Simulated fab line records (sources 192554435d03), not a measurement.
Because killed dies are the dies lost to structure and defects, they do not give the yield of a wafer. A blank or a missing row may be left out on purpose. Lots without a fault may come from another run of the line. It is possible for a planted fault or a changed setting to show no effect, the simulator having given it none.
Which of the tools did it? | flow n5 finfet | 30 wafers from 10 lots sampled at 6 of the route's 1938 steps

## WHAT THE GAUGES READ, wafer by wafer
N5_BEOL_M8_INSPECT_58: inspects for defects (darkfield). Usual: raw defect count 77, standard deviation 25.
lot  | measured     | on                | raw defect count | flag
L502 | day 10 16:27 | defect inspect-02 | 58 115 82        |
L507 | day 10 22:13 | defect inspect-01 | 45 48 50         |
L506 | day 11 02:20 | defect inspect-01 | 794 777 855      | OFF
L508 | day 12 00:43 | defect inspect-01 | 783 818 762      | OFF
L510 | day 12 01:54 | defect inspect-02 | 830 833 805      | OFF
L513 | day 13 06:45 | defect inspect-02 | 75 117 91        |
L512 | day 13 15:01 | defect inspect-02 | 94 51 110        |
L519 | day 14 04:44 | defect inspect-02 | 76 76 69         |
L520 | day 15 03:28 | defect inspect-01 | 64 85 57         |
L524 | day 16 15:04 | defect inspect-02 | 100 68 87        |

N5_BEOL_M9_THK_MEAS_01. Usual: M9_ILD_THK typically reads 267 nm, with standard deviation 3.3.
lot  | measured     | on            | M9_ILD_THK (nm) | flag
L502 | day 10 17:07 | film metro-01 | 266 264 267     |
L507 | day 10 22:52 | film metro-02 | 272 267 273     |
L506 | day 11 03:06 | film metro-01 | 265 270 272     |
L508 | day 12 01:36 | film metro-01 | 262 263 267     |
L510 | day 12 02:32 | film metro-02 | 265 268 271     |
L513 | day 13 07:23 | film metro-02 | 266 269 268     |
L512 | day 13 15:38 | film metro-02 | 262 270 265     |
L519 | day 14 05:22 | film metro-02 | 263 271 270     |
L520 | day 15 04:05 | film metro-01 | 267 266 267     |
L524 | day 16 15:41 | film metro-02 | 260 269 271     |

N5_BEOL_M9_INSPECT_13: inspects for defects (brightfield). Usual: raw defect count 442, standard deviation 100.
lot  | measured     | on                | raw defect count | flag
L502 | day 10 20:02 | defect inspect-01 | 510 561 507      |
L507 | day 11 02:00 | defect inspect-02 | 435 359 356      |
L506 | day 11 04:13 | defect inspect-01 | 1205 1120 1135   | OFF
L508 | day 12 02:20 | defect inspect-01 | 1084 1199 1000   | OFF
L510 | day 12 06:01 | defect inspect-01 | 1173 1159 1157   | OFF
L513 | day 13 08:39 | defect inspect-02 | 466 502 486      |
L512 | day 13 16:43 | defect inspect-02 | 323 323 406      |
L519 | day 14 06:03 | defect inspect-02 | 440 591 528      |
L520 | day 15 05:56 | defect inspect-02 | 411 351 483      |
L524 | day 16 16:54 | defect inspect-02 | 369 420 507      |

## WHICH TOOL RAN EACH LOT (tool, then ch and the chambers of the sampled wafers, then the start)
lot  | N5_BEOL_M8_TRENCH_ETCH_37                     | N5_BEOL_M8_ALD_77                   | N5_BEOL_M8_PRE_CLEAN_55
L502 | rie diel-06 ch 1,2, day 10 13:41 or earlier   | ald metal-04 ch 0,2, day 10 13:41   | pecvd-01 ch 0,1,2, day 10 16:20
L507 | rie diel-01 ch 0,1,2, day 10 19:58 or earlier | ald metal-04 ch 0,2,3, day 10 19:58 | pecvd-02 ch 0,2, day 10 22:06
L506 | rie diel-01 ch 0,2, day 10 20:33 or earlier   | ald metal-02 ch 0,1,2, day 10 20:33 | pecvd-02 ch 0,1,2, day 11 02:13
L508 | rie diel-06 ch 0,1,2, day 11 22:52 or earlier | ald metal-03 ch 0,1,2, day 11 22:52 | pecvd-02 ch 0,2, day 12 00:35
L510 | rie diel-01 ch 0,1,3, day 11 23:46 or earlier | ald metal-03 ch 1,3, day 11 23:46   | pecvd-02 ch 1,2, day 12 01:47
L513 | rie diel-01 ch 0,2,3, day 13 03:13 or earlier | ald metal-04 ch 0,2,3, day 13 03:13 | pecvd-03 ch 1,2, day 13 06:38
L512 | rie diel-05 ch 1,2, day 13 10:42 or earlier   | ald metal-02 ch 0,3, day 13 10:42   | pecvd-01 ch 0,2, day 13 14:53
L519 | rie diel-05 ch 0,2, day 14 01:32 or earlier   | ald metal-03 ch 0,2,3, day 14 01:32 | pecvd-01 ch 0,1,2, day 14 04:37
L520 | rie diel-01 ch 0,2, day 15 01:26 or earlier   | ald metal-02 ch 1,2,3, day 15 01:26 | pecvd-03 ch 0,1, day 15 03:21
L524 | rie diel-06 ch 2,3, day 16 13:02 or earlier   | ald metal-02 ch 0,1,3, day 16 13:02 | pecvd-02 ch 0,2, day 16 14:56
- N5_BEOL_M8_TRENCH_ETCH_37: etches SiCOH lowk in C4F6/O2, target depth 93.478 nm, time 31.2 s.
- N5_BEOL_M8_ALD_77: deposits TaN, target thk 2 nm, pulse time 2 s, purge time 3 s.
- N5_BEOL_M8_PRE_CLEAN_55: time 15 s.

## AS READ BY THE TOOLS THEMSELVES (means over the sampled wafers that have a number; for cases with no such wafer, the mark the record gives instead)
N5_BEOL_M8_TRENCH_ETCH_37. Usual: drypump motor current A 5.9 A, standard deviation 0.56; oes product au 0.80 a.u., standard deviation 0.097; rf vpp V 660 V, standard deviation 10; showerhead plenum p Torr 2.83 Torr, standard deviation 0.099; throttle valve pct 20.82 %, standard deviation 0.25.
lot  | tool        | drypump motor current A (A) | oes product au (a.u.) | rf vpp V (V) | showerhead plenum p Torr (Torr) | throttle valve pct (%) | flag
L502 | rie diel-06 | 5.5                         | 0.85                  | 670          | 2.80                            | 20.54                  |
L507 | rie diel-01 | 6.1                         | 0.80                  | 665          | 2.88                            | 20.81                  |
L506 | rie diel-01 | 6.5                         | 0.80                  | 666          | 2.89                            | 20.71                  |
L508 | rie diel-06 | 5.8                         | 0.80                  | 658          | 2.79                            | 20.74                  |
L510 | rie diel-01 | 5.8                         | 0.85                  | 660          | 2.90                            | 20.73                  |
L513 | rie diel-01 | 6.3                         | 0.84                  | 659          | 2.90                            | 20.65                  |
L512 | rie diel-05 | 5.7                         | 0.77                  | 664          | 2.83                            | 21.03                  |
L519 | rie diel-05 | 5.5                         | 0.82                  | 668          | 2.87                            | 20.86                  |
L520 | rie diel-01 | 6.5                         | 0.76                  | 666          | 2.87                            | 20.75                  |
L524 | rie diel-06 | 5.1                         | 0.74                  | 664          | 2.72                            | 20.73                  |

N5_BEOL_M8_ALD_77. Usual: heater power w 412 W, standard deviation 36; susceptor temp C 275.01 C, standard deviation 0.21.
lot  | tool         | heater power w (W) | susceptor temp C (C) | flag
L502 | ald metal-04 | 425                | 274.89               |
L507 | ald metal-04 | 434                | 275.02               |
L506 | ald metal-02 | 403                | 274.84               |
L508 | ald metal-03 | 428                | 274.84               |
L510 | ald metal-03 | 386                | 274.97               |
L513 | ald metal-04 | 431                | 274.88               |
L512 | ald metal-02 | 379                | 275.04               |
L519 | ald metal-03 | 443                | 275.13               |
L520 | ald metal-02 | 415                | 275.03               |
L524 | ald metal-02 | 399                | 274.89               |

## THE ANSWER, worked out from the rows above alone
Rule: take the mean of a lot's wafers that have a number; if it is more than 3 standard deviations from the usual mean, the lot is off. A lot without any number at a reading at which 4 lots or more have one is off too. The other lots that the step has rows for count as sound. The gauges are gone through in route order, then the tools' own readings, and for those a lot's mean is taken as printed above. The first step at which some lot is off is used, and at that step the reading that is off furthest; a lot without a number counts as furthest.
Off: L506, L508, L510, at N5_BEOL_M8_INSPECT_58 (raw defect count).
If a tool, at a process step before that reading, ran all the lots that are off and no sound lot after the first of them, it fits. Gauges at N5_BEOL_M8_INSPECT_58: tried the same way as those tools. N5_BEOL_M8_TRENCH_ETCH_37 gives no start for some lots, so the hours and the order of its lots are those of N5_BEOL_M8_ALD_77. Not one of the candidates tried fits.

## WHAT THE SIMULATOR HAD INSERTED
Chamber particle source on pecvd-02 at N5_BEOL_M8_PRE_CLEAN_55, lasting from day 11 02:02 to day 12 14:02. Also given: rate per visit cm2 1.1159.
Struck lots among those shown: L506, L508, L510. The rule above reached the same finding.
